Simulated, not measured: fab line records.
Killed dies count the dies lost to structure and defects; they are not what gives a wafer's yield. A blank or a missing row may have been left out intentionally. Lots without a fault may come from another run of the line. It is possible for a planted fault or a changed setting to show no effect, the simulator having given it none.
fab line records | flow n5-finfet
record lots=7 wafers=21
route steps=1938 shown HKMG_FIN@397 MOL_CONTACT_COAG@559 BEOL_M0_SAQP@673 BEOL_M0@720 BEOL_M1@789
start-h: hours from the record's first day to the start of the lot's first wafer shown | wait-h: hours since the lot's step before | " identical to the entry in the row above | L1.1+2: one row covering several wafers at once | - no value, or no start was given | * or withheld: withheld | < > ~ a bound
route shown NAME@n: names a module that has steps shown in the file, with the first one's number in the route | usual: mean and standard deviation over wafers with no fault | same: alike in all rows | chamber/n: place in a boat | sites: the reading at each site | _std_site: the standard deviation of these | _edge_site: inner sites' mean taken away from outer sites' mean | radius-mm: how far each site lies from the wafer's centre | mask NAME#n: copy n | behind: the most recent tool/chamber to have shaped the wafer | hold: why the lot was held/for how many hours/how that ended | device: whichever transistor did not switch (one of n, p or np) | end of line: tests run on the same wafers once the route is complete | step lacking rows: just its recipe | killed: count of dies lost to structure and defects at first sort (not the wafer's yield) | map: per-die view of a wafer (x killed, . not killed, _ where there is no die)
set.NAME: the setting the step ran with; set.NAME@STEP: the setting that earlier step ran with | model.NAME: the simulator's own value behind a step, which no gauge read
one table per step and one row per wafer, for lots whose settings were changed on purpose
## steps
# step N5_HKMG_FIN_DEVELOP_48
# recipe develop-time-s=30 developer=TMAH resist=CAR-ArF rinse-liquid=diw dry=air-spin dev-temp-c=23
# columns lot.wafer tool chamber start-h wait-h set.develop-time-s
L074.2+6 litho-track-01 0 - - 30
L074.4 " 0 " " 27.42
L076.1+2+4 litho-track-01 0 - - 30
L077.1+2+6 litho-track-05 0 - - 25.77
L085.1+6 litho-track-05 0 - - 36.51
L085.5 " 0 " " 30
L089.1+3+6 litho-track-05 0 - - 30
L095.1+2+6 litho-track-01 0 - - 30
L096.1 litho-track-05 0 - - 27.65
L096.4+5 " 0 " " 30
# step N5_HKMG_FIN_DESCUM_53
# recipe chemistry=O2 time-s=7.9 source-power-w=50 bias-power-w=20 pressure-mtorr=20 rf-frequency-hz=2.712e+07 temp-c=40 resist=CAR-ArF o2-flow-sccm=225
# step N5_HKMG_FIN_ETCH_54
# recipe chemistry=CF4 target=SiARC target-depth-a=455 mask-material=CAR-ArF time-s=75.8 ion-energy-ev=80 pressure-mtorr=40 source-w=545 bias-w=36 Ar_flow_sccm=100 cf4-flow-sccm=100 ends=cleared
# columns lot.wafer tool chamber start-h wait-h set.spin-rpm@HKMG_FIN_COAT_42 model.CAR-ArF_of_HKMG_FIN_COAT_43.thk-nm model.etch.depth-nm
L074.2 rie-diel-04 0 71.06 0.0 1500 50.4 35.11
L074.4 " 2 " " 1500 51 34.99
L074.6 " 0 " " 1500 50.8 35.07
L076.1 rie-diel-04 0 87.45 0.0 1663 52.4 33.23
L076.2 " 3 " " 1500 50.8 35.18
L076.4 " 2 " " 1663 52.4 33.26
L077.1 rie-diel-06 0 89.34 0.0 1500 51 34.96
L077.2 " 2 " " 1637 52.4 33.4
L077.6 " 0 " " 1637 52.6 33.37
L085.1 rie-diel-06 2 142.95 0.0 1567 51.4 34.17
L085.5 " 2 " " 1500 51 34.99
L085.6 " 1 " " 1567 51.2 34.35
L089.1 rie-diel-01 2 166.51 0.0 1500 51.4 35.13
L089.3 " 0 " " 1500 51.2 34.95
L089.6 " 2 " " 1500 51.6 35.08
L095.1 rie-diel-06 1 199.24 0.0 1500 51.2 34.87
L095.2 " 3 " " 1372 49.4 36.68
L095.6 " 3 " " 1372 49.8 36.45
L096.1 rie-diel-01 2 204.46 0.0 1500 51.4 34.89
L096.4 " 3 " " 1457 50.4 35.29
L096.5 " 2 " " 1500 51 34.83
# step N5_MOL_CONTACT_COAG_ALD_27
# recipe material=SiOC target-thk-a=170 temp-c=400 ald-precursor-family=carbosiloxane ald-co-reactant=H2-plasma pulse-time-s=1.5 time-s=2720 purge-time-s=2 co-reactant-purge-time-s=2 ald-cycles=340 pressure-torr=2
# columns lot.wafer tool chamber start-h wait-h set.time-s model.SiOC_of_MOL_CONTACT_COAG_ALD_27.thk-nm
L074.2+4+6 ald-sin-03 1,0,0 95.03 0.5 2720 16.8
L076.1+4 ald-sin-03 3,2 110.40 0.1 2281 14.2
L076.2 " 1 " " 2720 17
L077.1 ald-sin-01 1 113.33 0.0 2720 17
L077.2 " 3 " " 2720 16.8
L077.6 " 1 " " 2362 14.8
L085.1 ald-sin-01 1 165.02 0.0 2720 17
L085.5 " 2 " " 3132 17.2
L085.6 " 3 " " 3132 17
L089.1+3+6 ald-sin-01 1,1,3 190.41 0.2 2720 17
L095.1+2 ald-sin-03 2,0 220.21 0.0 2720 17
L095.6 " 1 " " 3158 17
L096.1+5 ald-sin-01 3,0 226.49 0.0 2720 17
L096.4 " 2 " " 2720 17.2
# step N5_MOL_CONTACT_COAG_PECVD_31
# recipe material=SiO2 target-thk-a=460 temp-c=400 precursor=TEOS/O2 pressure-torr=6.5 rf-w=withheld teos-flow-sccm=withheld gas=O2 flow-sccm=2650 time-s=8.9
# columns lot.wafer tool chamber start-h wait-h set.temp-c model.SiO2_of_MOL_CONTACT_COAG_PECVD_31.thk-nm
L074.2 pecvd-04 1 97.43 0.3 406 43
L074.4 " 0 " " 400 46.2
L074.6 " 1 " " 406 43.4
L076.1 pecvd-04 0 112.95 0.3 408.3 43.4
L076.2 " 2 " " 400 45.4
L076.4 " 1 " " 408.3 44
L077.1+2 pecvd-04 2,0 115.73 0.3 407.7 42.8
L077.6 " 2 " " 400 45.8
L085.1+6 pecvd-02 0 167.43 0.3 400 46
L085.5 " 1 " " 400 46.8
L089.1 pecvd-04 1 193.98 0.3 400 45.4
L089.3 " 0 " " 400 46
L089.6 " 2 " " 400 46.4
L095.1+2 pecvd-04 0,1 222.68 0.3 400 45.8
L095.6 " 0 " " 400 47
L096.1 pecvd-01 2 228.94 0.3 411.3 42.6
L096.4 " 1 " " 400 47.2
L096.5 " 0 " " 411.3 43
# step N5_MOL_CONTACT_COAG_COAT_75
# recipe resist=SOC temp-c=250 time-s=60 spin-rpm=1500 resist-thk-nm=60
# step N5_MOL_CONTACT_COAG_COAT_76
# recipe resist=SiARC temp-c=220 time-s=60 spin-rpm=1500 resist-thk-nm=10
# step N5_MOL_CONTACT_COAG_ETCHBACK_135
# recipe chemistry=CHF3 target=SiO2 target-depth-a=250 time-s=16.7 ion-energy-ev=200 pressure-mtorr=30 source-w=610 bias-w=170 Ar_flow_sccm=200 CHF3_flow_sccm=50
# step N5_MOL_CONTACT_COAG_STRIP_118
# recipe chemistry=CHF3 resist=SiARC rf-frequency-hz=6e+07
# step N5_MOL_CONTACT_COAG_VIA_ETCH_46
# recipe chemistry=C4F6/O2 target-depth-a=460 overetch-a=92 mask-material=SOC target=SiO2 bias-w=455 pressure-mtorr=10 time-s=40 source-w=325 Ar_flow_sccm=300 C4F6_flow_sccm=10 O2_flow_sccm=10 ion-energy-ev=575.3 ends=end-point
# columns lot.wafer tool chamber start-h wait-h set.temp-c@MOL_CONTACT_COAG_PECVD_31 model.etch.depth-nm
L074.2 rie-diel-01 0 98.70 0.0 406 42.92
L074.4 " 1 " " 400 46.26
L074.6 " 2 " " 406 43.43
L076.1 rie-diel-04 3 114.67 0.0 408.3 43.37
L076.2 " 2 " " 400 45.31
L076.4 " 1 " " 408.3 44.04
L077.1 rie-diel-01 3 117.51 0.0 407.7 42.76
L077.2 " 2 " " 407.7 42.87
L077.6 " 3 " " 400 45.84
L085.1 rie-diel-04 2 168.67 0.0 400 45.93
L085.5 " 3 " " 400 46.81
L085.6 " 2 " " 400 46.07
L089.1 rie-diel-06 2 194.98 0.0 400 45.35
L089.3 " 1 " " 400 46.04
L089.6 " 2 " " 400 46.41
L095.1 rie-diel-06 3 223.77 0.0 400 45.87
L095.2 " 1 " " 400 45.83
L095.6 " 3 " " 400 46.97
L096.1 rie-diel-06 0 230.33 0.0 411.3 42.62
L096.4 " 0 " " 400 47.17
L096.5 " 3 " " 411.3 42.93
# step N5_MOL_CONTACT_COAG_EXPOSE_37
# recipe mask-id=VD na=0.33 source-shape=annular sigma-inner=0.3 sigma-outer=0.7 polarization=unpolarized defocus-nm=0 dose-mj=62
# columns lot.wafer tool chamber start-h wait-h mask set.dose-mj
L074.2+4 euv-scanner-01 0 99.22 - VD#0 62
L074.6 " 0 " " VD#0 59.34
L076.1+2+4 euv-scanner-02 0 115.30 - VD#0 62
L077.1+6 euv-scanner-02 0 118.10 - VD#0 62
L077.2 " 0 " " VD#0 59.69
L085.1+5 euv-scanner-01 0 169.30 - VD#0 57.6
L085.6 " 0 " " VD#0 62
L089.1+3+6 euv-scanner-01 0 195.61 - VD#0 62
L095.1+2+6 euv-scanner-01 0 224.36 - VD#0 62
L096.1+5 euv-scanner-01 0 230.84 - VD#0 59.27
L096.4 " 0 " " VD#0 62
# step N5_MOL_CONTACT_COAG_PEB_38
# recipe peb-temp-c=100 peb-time-s=60 resist=CAR-EUV
# step N5_MOL_CONTACT_COAG_DEVELOP_39
# recipe develop-time-s=30 developer=TMAH resist=CAR-EUV rinse-liquid=surfactant-rinse dry=air-spin dev-temp-c=23
# step N5_MOL_CONTACT_COAG_CD_MEAS_40
# recipe target-cd-nm=25.1 landing-energy-ev=500 detector=se-inlens polarity=opening
# usual cd-nm=25.04/0.29
# columns lot.wafer tool chamber start-h wait-h set.dose-mj@MOL_CONTACT_COAG_EXPOSE_37 cd-nm
L074.2 cd-sem-02 0 99.36 - 62 25.01
L074.4 " 0 " " 62 24.96
L074.6 " 0 " " 59.34 23.78
L076.1 cd-sem-01 0 115.45 - 62 24.67
L076.2 " 0 " " 62 24.93
L076.4 " 0 " " 62 24.49
L077.1 cd-sem-02 0 118.25 - 62 25.08
L077.2 " 0 " " 59.69 24.74
L077.6 " 0 " " 62 25.25
L085.1 cd-sem-02 0 169.45 - 57.6 24.10
L085.5 " 0 " " 57.6 23.91
L085.6 " 0 " " 62 25.57
L089.1 cd-sem-01 0 195.75 - 62 24.52
L089.3 " 0 " " 62 24.50
L089.6 " 0 " " 62 24.47
L095.1 cd-sem-03 0 224.51 - 62 24.94
L095.2 " 0 " " 62 24.77
L095.6 " 0 " " 62 25.26
L096.1 cd-sem-03 0 230.98 - 59.27 23.57
L096.4 " 0 " " 62 25.06
L096.5 " 0 " " 59.27 24.48
# step N5_BEOL_M0_SAQP_ETCH_107
# recipe chemistry=CH3F/O2 target=SiNx target-depth-a=300 mask-material=SOC pressure-mtorr=30 source-w=395 bias-w=73 Ar_flow_sccm=150 CH3F_flow_sccm=30 O2_flow_sccm=20 ion-energy-ev=120
# usual rf-vpp-V=301/3.5
# columns lot.wafer tool chamber start-h wait-h set.bias-w rf-vpp-V
L074.2 rie-diel-05 3 113.41 0.0 73 307
L074.4 " 1 " " 73 304
L074.6 " 2 " " 73 304
L076.1 rie-diel-02 0 124.47 0.0 83.24 336
L076.2 " 2 " " 73 300
L076.4 " 3 " " 73 297
L077.1 rie-diel-02 2 128.31 0.0 73 301
L077.2 " 0 " " 66.94 281
L077.6 " 3 " " 73 297
L085.1 rie-diel-05 1 181.97 0.0 73 305
L085.5 " 1 " " 73 306
L085.6 " 0 " " 73 293
L089.1 rie-diel-05 1 205.41 0.0 73 305
L089.3 " 3 " " 73 305
L089.6 " 1 " " 73 304
L095.1 rie-diel-05 0 234.35 0.0 73 295
L095.2 " 1 " " 83.41 340
L095.6 " 3 " " 83.41 340
L096.1 rie-diel-03 0 239.99 0.0 73 304
L096.4 " 3 " " 73 306
L096.5 " 0 " " 73 305
# step N5_BEOL_M0_ETCH_128
# recipe chemistry=CF4/N2 target-depth-a=120 overetch-a=51 target=SiCN time-s=21.4 ion-energy-ev=150 pressure-mtorr=40 source-w=430 bias-w=70 Ar_flow_sccm=100 cf4-flow-sccm=60 n2-flow-sccm=60
# usual rf-vpp-V=383.2/1.5
# columns lot.wafer tool chamber start-h wait-h set.source-w rf-vpp-V
L074.2 rie-diel-01 2 118.11 0.4 465.9 376.1
L074.4 " 2 " " 430 385.7
L074.6 " 3 " " 430 383.8
L076.1 rie-diel-06 0 129.73 0.0 383 399.1
L076.2 " 2 " " 430 385.0
L076.4 " 3 " " 383 396.0
L077.1 rie-diel-04 1 133.59 0.5 430 385.5
L077.2 " 2 " " 430 384.0
L077.6 " 2 " " 430 381.2
L085.1 rie-diel-06 1 188.94 0.8 430 382.5
L085.5 " 2 " " 382.5 399.1
L085.6 " 0 " " 382.5 399.4
L089.1 rie-diel-01 1 214.88 0.0 430 382.8
L089.3 " 0 " " 430 385.6
L089.6 " 0 " " 430 385.4
L095.1 rie-diel-06 2 238.51 0.0 430 383.1
L095.2 " 0 " " 430 385.2
L095.6 " 0 " " 430 382.4
L096.1 rie-diel-06 1 246.04 0.0 430 382.2
L096.4 " 2 " " 430 383.0
L096.5 " 3 " " 430 380.7
# step N5_BEOL_M1_DESCUM_33
# recipe chemistry=O2 time-s=7 source-power-w=50 bias-power-w=20 pressure-mtorr=20 rf-frequency-hz=2.712e+07 temp-c=40 resist=CAR-EUV o2-flow-sccm=225
# columns lot.wafer tool chamber start-h wait-h set.time-s model.CAR-EUV_of_BEOL_M1_COAT_22.thk-nm
L074.2 rie-diel-05 1 126.71 0.0 5.875 26.6
L074.4+6 " 3,1 " " 7 26.2
L076.1+2 rie-diel-02 3,1 137.89 0.0 6.237 26.4
L076.4 " 0 " " 7 26
L077.1 rie-diel-03 3 141.50 0.0 7 26
L077.2 " 2 " " 6.277 26.4
L077.6 " 1 " " 6.277 26.2
L085.1 rie-diel-02 2 195.20 0.0 7.683 25.8
L085.5+6 " 2,1 " " 7 26
L089.1 rie-diel-02 2 220.28 0.0 7 26.2
L089.3+6 " 1 " " 7 26
L095.1+6 rie-diel-05 2,1 245.09 0.0 8.306 25.4
L095.2 " 3 " " 7 26.2
L096.1 rie-diel-03 0 255.41 0.0 7 26
L096.4 " 2 " " 6.242 26.6
L096.5 " 2 " " 6.242 26.4
# step N5_BEOL_M1_ETCH_77
# recipe chemistry=N2/H2 target=underlayer target-depth-a=65 mask-material=CAR-EUV time-s=5.2 ion-energy-ev=200 pressure-mtorr=30 source-w=840 bias-w=150 n2-flow-sccm=200 h2-flow-sccm=200 ends=cleared
# columns lot.wafer tool chamber start-h wait-h set.time-s@BEOL_M1_DESCUM_33 model.CAR-EUV_of_BEOL_M1_COAT_22.thk-nm
L074.2 rie-diel-05 1 126.75 0.0 5.875 20.8
L074.4 " 3 " " 7 20.6
L074.6 " 1 " " 7 20.4
L076.1+2 rie-diel-02 3,1 137.93 0.0 6.237 20.6
L076.4 " 0 " " 7 20.2
L077.1 rie-diel-03 3 141.54 0.0 7 20.4
L077.2+6 " 2,1 " " 6.277 20.6
L085.1 rie-diel-02 2 195.24 0.0 7.683 20
L085.5+6 " 2,1 " " 7 20.4
L089.1+3+6 rie-diel-02 2,1,1 220.32 0.0 7 20.4
L095.1+6 rie-diel-05 2,1 245.12 0.0 8.306 19.6
L095.2 " 3 " " 7 20.6
L096.1 rie-diel-03 0 255.44 0.0 7 20.4
L096.4+5 " 2 " " 6.242 20.8
# step N5_BEOL_M1_ETCH_69
# recipe chemistry=CF4 target=SiARC target-depth-a=156 mask-material=CAR-EUV time-s=26 ion-energy-ev=80 pressure-mtorr=40 source-w=545 bias-w=36 Ar_flow_sccm=100 cf4-flow-sccm=100 ends=cleared
# columns lot.wafer tool chamber start-h wait-h set.time-s@BEOL_M1_DESCUM_33 model.CAR-EUV_of_BEOL_M1_COAT_22.thk-nm
L074.2 rie-diel-05 1 126.77 0.0 5.875 11.8
L074.4 " 3 " " 7 11.4
L074.6 " 1 " " 7 11.2
L076.1+2 rie-diel-02 3,1 137.95 0.0 6.237 11.4
L076.4 " 0 " " 7 11
L077.1 rie-diel-03 3 141.55 0.0 7 11
L077.2+6 " 2,1 " " 6.277 11.4
L085.1 rie-diel-02 2 195.25 0.0 7.683 10.8
L085.5+6 " 2,1 " " 7 11.2
L089.1+3+6 rie-diel-02 2,1,1 220.33 0.0 7 11.2
L095.1+6 rie-diel-05 2,1 245.14 0.0 8.306 10.4
L095.2 " 3 " " 7 11.4
L096.1 rie-diel-03 0 255.46 0.0 7 11.2
L096.4 " 2 " " 6.242 11.6
L096.5 " 2 " " 6.242 11.4
# step N5_BEOL_M1_ALD_98
# recipe material=SiO2 target-thk-a=25 temp-c=100 ald-precursor-family=BDEAS ald-co-reactant=O2-plasma pulse-time-s=1 co-reactant-pulse-time-s=1 purge-time-s=2 co-reactant-purge-time-s=2 ald-cycles=17 pressure-torr=2
# step N5_BEOL_M1_ETCHBACK_99
# recipe chemistry=CHF3 target=SiO2 target-depth-a=50 time-s=10.4 source-w=215 bias-w=47 Ar_flow_sccm=200 CHF3_flow_sccm=12 ion-energy-ev=100 pressure-mtorr=30
# columns lot.wafer tool chamber start-h wait-h set.time-s@BEOL_M1_DESCUM_33 model.CAR-EUV_of_BEOL_M1_COAT_22.thk-nm
L074.2 rie-diel-02 2 129.55 2.4 5.875 11
L074.4+6 " 0,1 " " 7 10.6
L076.1+2 rie-diel-05 3,1 145.66 7.5 6.237 10.8
L076.4 " 2 " " 7 10.4
L077.1 rie-diel-03 2 155.63 13.9 7 10.4
L077.2+6 " 3,2 " " 6.277 10.6
L085.1 rie-diel-02 0 218.89 23.5 7.683 10.2
L085.5+6 " 3,0 " " 7 10.4
L089.1 rie-diel-05 1 239.59 19.1 7 10.6
L089.3+6 " 3,0 " " 7 10.4
L095.1+6 rie-diel-02 1,0 256.57 11.3 8.306 9.8
L095.2 " 3 " " 7 10.6
L096.1 rie-diel-05 3 264.22 8.2 7 10.4
L096.4+5 " 2,3 " " 6.242 10.8
# step N5_BEOL_M1_TRENCH_ETCH_37
# recipe chemistry=C4F6/O2 target-depth-a=552.07 target=SiOC time-s=29 ion-energy-ev=250 pressure-mtorr=30 source-w=355 bias-w=185 Ar_flow_sccm=300 C4F6_flow_sccm=10 O2_flow_sccm=10
# columns lot.wafer tool chamber start-h wait-h set.time-s model.BEOL_M1.feature-depth-nm model.etch.depth-nm
L074.2 rie-diel-02 2 - - 29 54 54.04
L074.4 " 0 " " 29 54.4 54.47
L074.6 " 1 " " 29 54.8 54.78
L076.1 rie-diel-05 3 - - 29 53.8 53.85
L076.2 " 1 " " 29 56 56.04
L076.4 " 2 " " 29 54 54.08
L077.1 rie-diel-03 2 - - 29 53.6 53.52
L077.2 " 3 " " 29 57 56.97
L077.6 " 2 " " 25.25 46.6 46.63
L085.1 rie-diel-02 0 - - 23.41 43.6 43.53
L085.5 " 3 " " 29 53.8 53.82
L085.6 " 0 " " 23.41 43.4 43.47
L089.1 rie-diel-05 1 - - 29 56.6 56.51
L089.3 " 3 " " 29 55 54.97
L089.6 " 0 " " 29 56.2 56.25
L095.1 rie-diel-02 1 - - 34.44 64.4 64.37
L095.2 " 3 " " 29 53 52.97
L095.6 " 0 " " 29 55.4 55.47
L096.1 rie-diel-05 3 - - 29 54.6 54.67
L096.4 " 2 " " 29 57.2 57.11
L096.5 " 3 " " 33.31 63 63.03
# step N5_BEOL_M1_ETCH_41
# recipe chemistry=CH3F/O2 target=SiCN target-depth-a=319 taper-deg=2 time-s=57.8 ion-energy-ev=120 mask-material=TiN pressure-mtorr=30 source-w=395 bias-w=75 Ar_flow_sccm=150 CH3F_flow_sccm=30 O2_flow_sccm=20
# step N5_BEOL_M1_STRIP_97
# recipe chemistry=N2/H2 time-s=10 power-w=450 temp-c=40 pressure-mtorr=20 rf-frequency-hz=6e+07 bias-power-w=7 n2-flow-sccm=200 h2-flow-sccm=200
# step N5_BEOL_M1_OCD_MEAS_38
# usual trench-depth-nm=55.0/1.2
# columns lot.wafer tool chamber start-h wait-h set.time-s@BEOL_M1_TRENCH_ETCH_37 trench-depth-nm
L074.2 ocd-02 - 129.95 - 29 53.9
L074.4 " - " " 29 54.3
L074.6 " - " " 29 54.5
L076.1 ocd-02 - 146.05 - 29 53.7
L076.2 " - " " 29 56.4
L076.4 " - " " 29 54.5
L077.1 ocd-02 - 156.02 - 29 53.8
L077.2 " - " " 29 56.7
L077.6 " - " " 25.25 46.4
L085.1 ocd-02 - 219.28 - 23.41 44.0
L085.5 " - " " 29 54.1
L085.6 " - " " 23.41 43.5
L089.1 ocd-01 - 239.98 - 29 56.2
L089.3 " - " " 29 55.2
L089.6 " - " " 29 55.8
L095.1 ocd-01 - 256.96 - 34.44 64.1
L095.2 " - " " 29 53.2
L095.6 " - " " 29 55.5
L096.1 ocd-02 - 264.61 - 29 54.5
L096.4 " - " " 29 56.8
L096.5 " - " " 33.31 63.0
## key
split step=N5_HKMG_FIN_DEVELOP_48 setting=develop-time-s stated=30 by=wafer
response none clear
split step=N5_MOL_CONTACT_COAG_ALD_27 setting=time-s stated=2720 by=wafer
response step=N5_MOL_CONTACT_COAG_ALD_27 reading=model.SiOC_of_MOL_CONTACT_COAG_ALD_27.thk-nm shape=bent at-lowest=14.2 at-stated=16.96 at-highest=17
split step=N5_MOL_CONTACT_COAG_PECVD_31 setting=temp-c stated=400 by=wafer
response step=N5_MOL_CONTACT_COAG_PECVD_31 reading=model.SiO2_of_MOL_CONTACT_COAG_PECVD_31.thk-nm change=-1.44 per=1% r=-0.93
response step=N5_MOL_CONTACT_COAG_VIA_ETCH_46 reading=model.etch.depth-nm change=-1.44 per=1% r=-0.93
split step=N5_MOL_CONTACT_COAG_EXPOSE_37 setting=dose-mj stated=62 by=wafer
response step=N5_MOL_CONTACT_COAG_CD_MEAS_40 reading=cd-nm change=+0.22 per=1% r=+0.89
split step=N5_BEOL_M0_SAQP_ETCH_107 setting=bias-w stated=73 by=wafer
response step=N5_BEOL_M0_SAQP_ETCH_107 reading=rf-vpp-V change=+2.81 per=1% r=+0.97
split step=N5_BEOL_M0_ETCH_128 setting=source-w stated=430 by=wafer
response step=N5_BEOL_M0_ETCH_128 reading=rf-vpp-V change=-1.27 per=1% r=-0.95
split step=N5_BEOL_M1_DESCUM_33 setting=time-s stated=7 by=wafer
response step=N5_BEOL_M1_DESCUM_33 reading=model.CAR-EUV_of_BEOL_M1_COAT_22.thk-nm change=-0.0346 per=1% r=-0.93
response step=N5_BEOL_M1_ETCH_77 reading=model.CAR-EUV_of_BEOL_M1_COAT_22.thk-nm change=-0.0365 per=1% r=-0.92
response step=N5_BEOL_M1_ETCH_69 reading=model.CAR-EUV_of_BEOL_M1_COAT_22.thk-nm change=-0.0405 per=1% r=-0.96
response step=N5_BEOL_M1_ETCHBACK_99 reading=model.CAR-EUV_of_BEOL_M1_COAT_22.thk-nm change=-0.0326 per=1% r=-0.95
split step=N5_BEOL_M1_TRENCH_ETCH_37 setting=time-s stated=29 by=wafer
response step=N5_BEOL_M1_TRENCH_ETCH_37 reading=model.BEOL_M1.feature-depth-nm change=+0.547 per=1% r=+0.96
response step=N5_BEOL_M1_TRENCH_ETCH_37 reading=model.etch.depth-nm change=+0.546 per=1% r=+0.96
response step=N5_BEOL_M1_OCD_MEAS_38 reading=trench-depth-nm change=+0.544 per=1% r=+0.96
split outside-this-file step=N5_HKMG_FIN_COAT_42 setting=spin-rpm
# split outside-this-file: this setting was split too, and the file shows its column; the key of that split is in another file
